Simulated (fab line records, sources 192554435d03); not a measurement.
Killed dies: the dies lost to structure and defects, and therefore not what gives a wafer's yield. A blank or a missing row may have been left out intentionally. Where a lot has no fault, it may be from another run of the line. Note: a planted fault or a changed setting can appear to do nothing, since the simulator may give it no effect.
Matching of chambers / flow n5 finfet / rie diel-06 running N5_BEOL_M3_ETCH_77: 4 sister chambers
The step etches underlayer in N2/H2, target depth 6.5 nm, time 5.2 s. 27 wafers are shown with their chamber, then 12 later ones without.

== WAFERS, EACH WITH ITS CHAMBER ==
wafer=L075.2; chamber=3; showerhead plenum p Torr (Torr)=2.65; drypump motor current A (A)=6.5; etch rf on time s (s)=5.35
wafer=L075.4; chamber=1; showerhead plenum p Torr (Torr)=2.71; drypump motor current A (A)=6.6; etch rf on time s (s)=5.26
wafer=L075.5; chamber=3; showerhead plenum p Torr (Torr)=2.65; drypump motor current A (A)=6.6; etch rf on time s (s)=5.34
wafer=L076.1; chamber=2; showerhead plenum p Torr (Torr)=2.51; drypump motor current A (A)=5.9; etch rf on time s (s)=5.10
wafer=L076.3; chamber=3; showerhead plenum p Torr (Torr)=2.65; drypump motor current A (A)=6.4; etch rf on time s (s)=5.35
wafer=L076.4; chamber=1; showerhead plenum p Torr (Torr)=2.71; drypump motor current A (A)=6.6; etch rf on time s (s)=5.27
wafer=L082.1; chamber=2; showerhead plenum p Torr (Torr)=2.50; drypump motor current A (A)=5.9; etch rf on time s (s)=5.05
wafer=L082.2; chamber=3; showerhead plenum p Torr (Torr)=2.64; drypump motor current A (A)=6.5; etch rf on time s (s)=5.38
wafer=L082.6; chamber=2; showerhead plenum p Torr (Torr)=2.50; drypump motor current A (A)=5.9; etch rf on time s (s)=5.06
wafer=L083.1; chamber=3; showerhead plenum p Torr (Torr)=2.64; drypump motor current A (A)=6.4; etch rf on time s (s)=5.42
wafer=L083.2; chamber=1; showerhead plenum p Torr (Torr)=2.70; drypump motor current A (A)=6.6; etch rf on time s (s)=5.26
wafer=L083.4; chamber=3; showerhead plenum p Torr (Torr)=2.64; drypump motor current A (A)=6.5; etch rf on time s (s)=5.43
wafer=L085.2; chamber=3; showerhead plenum p Torr (Torr)=2.64; drypump motor current A (A)=6.5; etch rf on time s (s)=5.34
wafer=L085.3; chamber=0; showerhead plenum p Torr (Torr)=2.42; drypump motor current A (A)=5.2; etch rf on time s (s)=5.11
wafer=L085.6; chamber=3; showerhead plenum p Torr (Torr)=2.64; drypump motor current A (A)=6.5; etch rf on time s (s)=5.36
wafer=L088.1; chamber=2; showerhead plenum p Torr (Torr)=2.50; drypump motor current A (A)=5.9; etch rf on time s (s)=5.03
wafer=L088.2; chamber=0; showerhead plenum p Torr (Torr)=2.42; drypump motor current A (A)=5.1; etch rf on time s (s)=5.18
wafer=L088.5; chamber=2; showerhead plenum p Torr (Torr)=2.50; drypump motor current A (A)=5.9; etch rf on time s (s)=5.00
wafer=L087.2; chamber=1; showerhead plenum p Torr (Torr)=2.70; drypump motor current A (A)=6.6; etch rf on time s (s)=5.23
wafer=L087.4; chamber=0; showerhead plenum p Torr (Torr)=2.42; drypump motor current A (A)=5.1; etch rf on time s (s)=5.07
wafer=L087.6; chamber=2; showerhead plenum p Torr (Torr)=2.50; drypump motor current A (A)=5.9; etch rf on time s (s)=4.98
wafer=L089.1; chamber=2; showerhead plenum p Torr (Torr)=2.50; drypump motor current A (A)=5.9; etch rf on time s (s)=5.02
wafer=L089.5; chamber=3; showerhead plenum p Torr (Torr)=2.64; drypump motor current A (A)=6.5; etch rf on time s (s)=5.38
wafer=L089.6; chamber=0; showerhead plenum p Torr (Torr)=2.41; drypump motor current A (A)=5.2; etch rf on time s (s)=5.19
wafer=L091.2; chamber=2; showerhead plenum p Torr (Torr)=2.50; drypump motor current A (A)=5.9; etch rf on time s (s)=5.03
wafer=L091.3; chamber=3; showerhead plenum p Torr (Torr)=2.64; drypump motor current A (A)=6.5; etch rf on time s (s)=5.41
wafer=L091.4; chamber=0; showerhead plenum p Torr (Torr)=2.41; drypump motor current A (A)=5.2; etch rf on time s (s)=5.16

SIGNATURES, as means of the wafers listed above
reading=showerhead plenum p Torr; chamber 0=2.4160; chamber 1=2.7050; chamber 2=2.5012; chamber 3=2.6430; scatter within a chamber=0.00474
reading=drypump motor current A; chamber 0=5.160; chamber 1=6.600; chamber 2=5.900; chamber 3=6.490; scatter within a chamber=0.0422
reading=etch rf on time s; chamber 0=5.1420; chamber 1=5.2550; chamber 2=5.0337; chamber 3=5.3760; scatter within a chamber=0.0367
Rule: for a wafer and a chamber, the distance is found by dividing, reading by reading, the gap between the wafer's reading and the chamber's mean by the reading's scatter, squaring, summing and taking the root. If the next closest chamber is less than 2 further off than the closest, the wafer can't be placed; otherwise it belongs to the closest. The scatter: take each reading less its chamber's mean, square it, sum over the shown wafers, divide by the number of wafers less the number of chambers, and take the root.

== WAFERS MISSING THEIR CHAMBER ==
wafer=L092.1; showerhead plenum p Torr (Torr)=2.63; drypump motor current A (A)=6.5; etch rf on time s (s)=5.40
wafer=L092.2; showerhead plenum p Torr (Torr)=2.50; drypump motor current A (A)=5.9; etch rf on time s (s)=5.07
wafer=L092.5; showerhead plenum p Torr (Torr)=2.63; drypump motor current A (A)=6.5; etch rf on time s (s)=5.42
wafer=L093.2; showerhead plenum p Torr (Torr)=2.63; drypump motor current A (A)=6.5; etch rf on time s (s)=5.37
wafer=L093.4; showerhead plenum p Torr (Torr)=2.69; drypump motor current A (A)=6.6; etch rf on time s (s)=5.30
wafer=L093.6; showerhead plenum p Torr (Torr)=2.49; drypump motor current A (A)=5.9; etch rf on time s (s)=4.98
wafer=L095.1; showerhead plenum p Torr (Torr)=2.49; drypump motor current A (A)=5.9; etch rf on time s (s)=4.88
wafer=L095.3; showerhead plenum p Torr (Torr)=2.41; drypump motor current A (A)=5.2; etch rf on time s (s)=5.10
wafer=L095.4; showerhead plenum p Torr (Torr)=2.69; drypump motor current A (A)=6.6; etch rf on time s (s)=5.28
wafer=L097.1; showerhead plenum p Torr (Torr)=2.63; drypump motor current A (A)=6.5; etch rf on time s (s)=5.42
wafer=L097.4; showerhead plenum p Torr (Torr)=2.49; drypump motor current A (A)=5.9; etch rf on time s (s)=4.98
wafer=L097.5; showerhead plenum p Torr (Torr)=2.49; drypump motor current A (A)=5.9; etch rf on time s (s)=4.98

== WHICH CHAMBER EACH WENT THROUGH ==
wafer=L092.1; from the rows above=3; in truth=3
wafer=L092.2; from the rows above=2; in truth=2
wafer=L092.5; from the rows above=3; in truth=3
wafer=L093.2; from the rows above=3; in truth=3
wafer=L093.4; from the rows above=1; in truth=1
wafer=L093.6; from the rows above=2; in truth=2
wafer=L095.1; from the rows above=2; in truth=2
wafer=L095.3; from the rows above=0; in truth=0
wafer=L095.4; from the rows above=1; in truth=1
wafer=L097.1; from the rows above=3; in truth=3
wafer=L097.4; from the rows above=2; in truth=2
wafer=L097.5; from the rows above=2; in truth=2
Correct placement for 12 of the 12. Can't be placed from these rows: 0. Wrongly placed: 0.
